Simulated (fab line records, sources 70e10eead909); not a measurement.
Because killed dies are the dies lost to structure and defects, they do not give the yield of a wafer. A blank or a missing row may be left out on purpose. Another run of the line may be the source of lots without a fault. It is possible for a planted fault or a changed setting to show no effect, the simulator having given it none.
Which tool is to blame? ; flow nand-harc ; 36 wafers from 12 lots sampled at 5 of the route's 1159 steps

== WHAT THE GAUGES SHOWED, per wafer ==
NHARC_END_SORT_01. Usual: killed-at-array 26, standard deviation 11; killed-at-other 0.6, standard deviation 1; killed-at-periphery 3.1, standard deviation 2.1; killed-dies 30, standard deviation 11; killed-open 3.4, standard deviation 1.8; killed-short 2.1, standard deviation 1.5.
lot;measured;on;killed-at-array;killed-at-other;killed-at-periphery;killed-dies;killed-open;killed-short;flag
L418;day 19 19:59;prober-01;33 26 29;0 1 1;3 1 3;36 28 33;4 3 4;1 3 2;
L415;day 20 01:25;prober-01;24 37 24;0 1 0;5 1 2;29 39 26;6 4 4;1 2 1;
L416;day 20 16:59;prober-01;21 26 27;0 0 1;5 3 5;26 29 33;5 3 4;2 4 2;
L417;day 20 09:11;prober-01;16 15 9;0 1 0;4 3 4;20 19 13;3 4 5;3 2 0;
L419;day 20 17:45;prober-02;18 27 26;0 0 0;4 7 5;22 34 31;6 5 6;3 4 3;
L421;day 21 16:07;prober-01;32 26 27;1 0 0;0 3 3;33 29 30;2 4 4;2 1 2;
L426;day 21 15:22;prober-02;31 19 34;2 0 1;2 6 5;35 25 40;2 3 5;4 2 5;
L430;day 22 23:22;prober-01;30 33 295;0 0 0;3 3 5;33 36 300;2 4 4;1 2 0;OFF
L434;day 23 22:02;prober-01;55 45 45;0 3 0;3 1 6;58 49 51;4 4 0;1 0 0;
L437;day 24 11:25;prober-02;33 46 45;1 0 0;5 3 3;39 49 48;5 3 6;3 5 2;
L436;day 24 19:11;prober-01;41 32 37;0 0 1;1 2 2;42 34 40;5 2 3;3 1 1;
L438;day 24 19:13;prober-02;28 24 28;0 0 0;1 2 3;29 26 31;3 1 5;4 3 2;

== WHAT TOOL EACH LOT RAN ON (gives the tool, then ch and the chambers of the sampled wafers, and finally the start) ==
lot;NHARC_A_CONTACT_DEP_84;NHARC_A_CONTACT_ETCH_31;NHARC_A_CONTACT_ETCH_135;NHARC_A_CONTACT_ETCH_92
L418;acl-dep-02 ch 0, day 17 05:53;rie-diel-11 ch 2,3, day 17 07:57;har-cap-etch-01 ch 0,1, day 17 08:34;rie-diel-06 ch 0,2,3, day 17 09:27
L415;acl-dep-01 ch 0, day 17 09:37;rie-diel-11 ch 1,2,3, day 17 12:50;har-cap-etch-02 ch 0,1, day 17 13:26;rie-diel-11 ch 1,2,3, day 17 14:19
L416;acl-dep-01 ch 0, day 17 10:52;rie-diel-06 ch 0,2, day 17 13:39;har-cap-etch-01 ch 0, day 17 14:14;rie-diel-06 ch 0,3, day 17 15:07
L417;acl-dep-01 ch 0, day 17 13:56;rie-diel-11 ch 0,2, day 17 16:58;har-cap-etch-01 ch 0,1, day 17 17:31;rie-diel-11 ch 1,2,3, day 17 18:27
L419;acl-dep-03 ch 0, day 17 14:50;rie-diel-09 ch 2,3, day 17 18:13;har-cap-etch-03 ch 0, day 17 18:49;rie-diel-09 ch 0,1,3, day 17 19:43
L421;acl-dep-01 ch 0, day 18 02:28;rie-diel-09 ch 1,3, day 18 07:03;har-cap-etch-03 ch 0,1, day 18 07:40;rie-diel-09 ch 1,3, day 18 08:34
L426;acl-dep-03 ch 0, day 19 06:35;rie-diel-09 ch 0,2, day 19 09:10;har-cap-etch-03 ch 0,1, day 19 09:46;rie-diel-11 ch 0,1,3, day 19 10:43
L430;acl-dep-03 ch 0, day 20 14:11;rie-diel-11 ch 0,1,2, day 20 17:01;har-cap-etch-02 ch 0,1, day 20 17:35;rie-diel-09 ch 0,1, day 20 18:28
L434;acl-dep-03 ch 0, day 21 05:23;rie-diel-09 ch 1,2,3, day 21 07:42;har-cap-etch-02 ch 0,1, day 21 08:17;rie-diel-11 ch 0,3, day 21 09:07
L437;acl-dep-03 ch 0, day 22 06:27;rie-diel-09 ch 1,3, day 22 09:01;har-cap-etch-01 ch 0,1, day 22 09:37;rie-diel-11 ch 2,3, day 22 10:28
L436;acl-dep-03 ch 0, day 22 09:27;rie-diel-09 ch 0,1,3, day 22 12:02;har-cap-etch-01 ch 0,1, day 22 12:38;rie-diel-06 ch 0,2,3, day 22 13:34
L438;acl-dep-03 ch 0, day 22 11:57;rie-diel-09 ch 0,1,2, day 22 14:41;har-cap-etch-02 ch 0,1, day 22 15:14;rie-diel-09 ch 0,1,2, day 22 16:07
- NHARC_A_CONTACT_DEP_84: deposits aC, target thk 2000 nm.
- NHARC_A_CONTACT_ETCH_31: etches the open film in O2/COS, target depth 2000 nm, time 520 s.
- NHARC_A_CONTACT_ETCH_135: etches the open film in C4F8/O2/Ar, time 132 s, target depth 1287 nm.
- NHARC_A_CONTACT_ETCH_92: etches the open film in CH3F/O2, target depth 40 nm, time 85.7 s.

== AS READ BY THE TOOLS THEMSELVES (means over the sampled wafers that have a number; for cases with no such wafer, the mark the record gives instead) ==
NHARC_A_CONTACT_DEP_84. Usual: throttle-valve-pct at 35.001 %, with a standard deviation of 0.0083.
lot;tool;throttle-valve-pct (%);flag
L418;acl-dep-02;35.002;
L415;acl-dep-01;35.004;
L416;acl-dep-01;35.005;
L417;acl-dep-01;34.992;
L419;acl-dep-03;35.001;
L421;acl-dep-01;35.009;
L426;acl-dep-03;35.000;
L430;acl-dep-03;34.998;
L434;acl-dep-03;34.992;
L437;acl-dep-03;35.006;
L436;acl-dep-03;35.000;
L438;acl-dep-03;35.006;

NHARC_A_CONTACT_ETCH_31. Usual: drypump-motor-current-A 5.6 A, standard deviation 0.44; oes-product-au 0.997 a.u., standard deviation 0.0082; rf-vpp-V 314.5 V, standard deviation 1.8; run-length-s 541.3 s, standard deviation 0.54; showerhead-plenum-p-Torr 3.15 Torr, standard deviation 0.11; throttle-valve-pct 28.329 %, standard deviation 0.0089.
lot;tool;drypump-motor-current-A (A);oes-product-au (a.u.);rf-vpp-V (V);run-length-s (s);showerhead-plenum-p-Torr (Torr);throttle-valve-pct (%);flag
L418;rie-diel-11;5.5;0.996;316.6;541.2;3.29;28.329;
L415;rie-diel-11;5.6;0.988;316.1;541.4;3.26;28.334;
L416;rie-diel-06;5.4;0.998;311.8;541.0;2.99;28.318;
L417;rie-diel-11;5.3;1.001;314.4;541.2;3.13;28.329;
L419;rie-diel-09;6.3;0.997;315.1;541.2;3.16;28.334;
L421;rie-diel-09;6.1;0.993;314.9;540.8;3.15;28.336;
L426;rie-diel-09;5.7;1.000;314.8;542.0;3.13;28.328;
L430;rie-diel-11;5.4;1.004;314.5;501.1;3.13;28.332;OFF
L434;rie-diel-09;6.1;0.993;314.4;541.2;3.14;28.336;
L437;rie-diel-09;6.1;0.992;313.8;540.7;3.14;28.330;
L436;rie-diel-09;5.6;0.995;313.5;540.9;3.11;28.325;
L438;rie-diel-09;5.6;0.999;313.3;541.4;3.12;28.336;

NHARC_A_CONTACT_ETCH_92. Usual: drypump-motor-current-A 5.6 A, standard deviation 0.41; oes-product-au 0.927 a.u., standard deviation 0.018; rf-vpp-V 244.7 V, standard deviation 1.7; run-length-s 106.9 s, standard deviation 0.53; showerhead-plenum-p-Torr 2.48 Torr, standard deviation 0.1; throttle-valve-pct 20.664 %, standard deviation 0.0086.
lot;tool;drypump-motor-current-A (A);oes-product-au (a.u.);rf-vpp-V (V);run-length-s (s);showerhead-plenum-p-Torr (Torr);throttle-valve-pct (%);flag
L418;rie-diel-06;5.6;0.922;244.7;106.9;2.42;20.667;
L415;rie-diel-11;5.6;0.933;246.9;107.2;2.57;20.673;
L416;rie-diel-06;5.9;0.920;243.4;106.8;2.41;20.667;
L417;rie-diel-11;5.6;0.925;245.5;107.0;2.57;20.662;
L419;rie-diel-09;5.6;0.922;244.0;106.4;2.47;20.663;
L421;rie-diel-09;6.0;0.932;244.8;106.5;2.48;20.664;
L426;rie-diel-11;5.5;0.928;244.0;107.0;2.49;20.675;
L430;rie-diel-09;5.1;0.917;243.5;106.8;2.44;20.657;
L434;rie-diel-11;5.3;0.923;244.3;106.7;2.41;20.667;
L437;rie-diel-11;5.5;1.006;246.8;107.0;2.58;20.666;OFF
L436;rie-diel-06;5.6;0.921;245.9;107.1;2.53;20.659;
L438;rie-diel-09;5.6;0.918;244.3;107.2;2.45;20.666;

== THE ANSWER, worked out from the rows above alone ==
Rule: lot off if the mean of its wafers having a number is beyond 3 standard deviations from the usual mean. Also off: a lot with no number at a reading for which 4 or more lots have one. Where the step has rows for the other lots, those lots are counted as sound. The gauges are gone through in route order, then the tools' own readings, and for those a lot's mean is taken as printed above. At the first step where some lot is off, the reading lying furthest off is the one used; lots without a number count as furthest.
Off, at NHARC_END_SORT_01 on killed-at-array: L430.
A tool fits if, at a process step before that reading, it ran every lot that is off, and no sound lot after the first of them. The gauges at NHARC_END_SORT_01 aren't tried: what is off there is off at NHARC_A_CONTACT_ETCH_31 too, on other tools, and a gauge's error can't cause that. One fits: rie-diel-11 at NHARC_A_CONTACT_ETCH_31. Its last sound lot is L417 (day 17 16:58), its first lot that is off L430 (day 20 17:01): a fault that began between those two fits.
The tool's own readings at NHARC_A_CONTACT_ETCH_31 bear it out: on the lots that are off they differ by more than 5 times the standard deviation of the sound lots' means. run-length-s reads 501.1 s there against 541.2 s on the sound lots.

== WHAT HAD BEEN PUT IN BY THE SIMULATOR ==
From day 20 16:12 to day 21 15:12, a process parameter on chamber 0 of rie-diel-11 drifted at NHARC_A_CONTACT_ETCH_31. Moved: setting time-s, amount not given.
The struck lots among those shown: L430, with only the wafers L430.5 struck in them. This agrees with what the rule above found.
